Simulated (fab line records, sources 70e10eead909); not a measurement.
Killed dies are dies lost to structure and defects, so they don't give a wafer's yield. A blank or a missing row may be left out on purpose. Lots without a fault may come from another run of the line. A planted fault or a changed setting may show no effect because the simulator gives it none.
Tool commonality check | flow nand_harc | 14 lots, 42 wafers sampled

WHY IT WAS OPENED
At NHARC_A_BONDPAD_THK_MEAS_20 the reading thk_nm is flagged on 2 of 14 lots. Wafers without a fault read 169.9 nm, standard deviation 1.5.
Rule: a lot is flagged when every wafer of it that has a number lies more than 4 standard deviations from that mean, or none has a number. The other lots count as sound.

lot  | measured     | on            | thk_nm (nm), wafer by wafer | flag
L842 | day 23 02:01 | film_metro-02 | 171.7 167.4 169.0           |
L843 | day 23 21:44 | film_metro-01 | 170.7 168.6 168.7           |
L845 | day 24 00:11 | film_metro-01 | 170.9 168.6 170.4           |
L846 | day 24 13:14 | film_metro-01 | 169.8 171.5 170.0           |
L848 | day 26 00:30 | film_metro-02 | 170.4 170.3 168.9           |
L852 | day 27 11:32 | film_metro-01 | 30.3 30.1 30.1              | FLAGGED
L854 | day 28 06:04 | film_metro-02 | 29.5 30.3 30.9              | FLAGGED
L856 | day 29 01:19 | film_metro-02 | 170.0 170.5 169.8           |
L857 | day 29 08:25 | film_metro-01 | 170.2 169.5 171.1           |
L858 | day 29 11:04 | film_metro-02 | 170.3 169.9 170.2           |
L860 | day 30 17:32 | film_metro-01 | 169.5 170.3 171.0           |
L862 | day 31 14:11 | film_metro-02 | 168.7 170.0 170.7           |
L864 | day 32 07:50 | film_metro-02 | 165.2 169.4 169.9           |
L865 | day 32 10:59 | film_metro-02 | 170.1 171.5 171.9           |
The numbers of the flagged lots are 30.2 nm on average: -139.7 nm against the usual, or -93 standard deviations.

WHICH TOOL RAN EACH LOT
The record holds 2 process steps before the reading, out of a route of 1302 steps. In each cell: the tool, then ch and the chambers that the sampled wafers went through, then the start.
lot  | flag    | NHARC_A_BONDPAD_ECD_18         | NHARC_A_BONDPAD_ANNEAL_28
L842 |         | ecd_cu-01 ch 0,1, day 23 01:01 | rtp_anneal-02 ch 0, day 23 01:20
L843 |         | ecd_cu-02 ch 0,1, day 23 20:47 | rtp_anneal-01 ch 0, day 23 21:10
L845 |         | ecd_cu-02 ch 0,1, day 23 23:12 | rtp_anneal-02 ch 0, day 23 23:35
L846 |         | ecd_cu-01 ch 0,1, day 24 12:14 | rtp_anneal-02 ch 0, day 24 12:37
L848 |         | ecd_cu-01 ch 0,1, day 25 23:34 | rtp_anneal-01 ch 0, day 25 23:59
L852 | FLAGGED | ecd_cu-01 ch 0,1, day 27 10:29 | rtp_anneal-01 ch 0, day 27 10:52
L854 | FLAGGED | ecd_cu-02 ch 1, day 28 05:00   | rtp_anneal-01 ch 0, day 28 05:23
L856 |         | ecd_cu-02 ch 0,1, day 29 00:16 | rtp_anneal-01 ch 0, day 29 00:39
L857 |         | ecd_cu-01 ch 0,1, day 29 07:22 | rtp_anneal-02 ch 0, day 29 07:44
L858 |         | ecd_cu-02 ch 0,1, day 29 10:01 | rtp_anneal-01 ch 0, day 29 10:29
L860 |         | ecd_cu-01 ch 0, day 30 16:33   | rtp_anneal-01 ch 0, day 30 16:56
L862 |         | ecd_cu-02 ch 0,1, day 31 13:14 | rtp_anneal-01 ch 0, day 31 13:37
L864 |         | ecd_cu-01 ch 0,1, day 32 06:53 | rtp_anneal-01 ch 0, day 32 07:16
L865 |         | ecd_cu-01 ch 0,1, day 32 09:59 | rtp_anneal-01 ch 0, day 32 10:22
What these steps do:
- NHARC_A_BONDPAD_ECD_18: material Cu, target thk 400 nm.
- NHARC_A_BONDPAD_ANNEAL_28: time 90 s.
- NHARC_A_BONDPAD_THK_MEAS_20: measures by xrf.

FLAGGED OVER TOTAL, TOOL BY TOOL (the gauges that took the reading come last)
step                        | tool          | lots run | flagged | share of the flagged lots | sound lots run after its first flagged lot
NHARC_A_BONDPAD_ECD_18      | ecd_cu-01     | 8        | 1       | some                      | 4 (L857,L860,L864,L865)
NHARC_A_BONDPAD_ECD_18      | ecd_cu-02     | 6        | 1       | some                      | 3 (L856,L858,L862)
NHARC_A_BONDPAD_ANNEAL_28   | rtp_anneal-01 | 10       | 2       | all                       | 6 (L856,L858,L860,L862,L864,L865)
NHARC_A_BONDPAD_ANNEAL_28   | rtp_anneal-02 | 4        | 0       | none                      | -
NHARC_A_BONDPAD_THK_MEAS_20 | film_metro-01 | 6        | 1       | some                      | 2 (L857,L860)
NHARC_A_BONDPAD_THK_MEAS_20 | film_metro-02 | 8        | 1       | some                      | 5 (L856,L858,L862,L864,L865)

WHAT THE TABLE ALLOWS
1 row of the table ran every flagged lot: rtp_anneal-01 at NHARC_A_BONDPAD_ANNEAL_28.
- rtp_anneal-01 at NHARC_A_BONDPAD_ANNEAL_28: 2 of its 10 lots flagged. Sound lots ran on it after the first flagged one (L856, L858, L860, L862, L864, L865), which a lasting fault on the whole tool wouldn't allow.
No row of the table ran every flagged lot and no sound lot after the first.

WHAT THE SIMULATOR HAD PUT IN
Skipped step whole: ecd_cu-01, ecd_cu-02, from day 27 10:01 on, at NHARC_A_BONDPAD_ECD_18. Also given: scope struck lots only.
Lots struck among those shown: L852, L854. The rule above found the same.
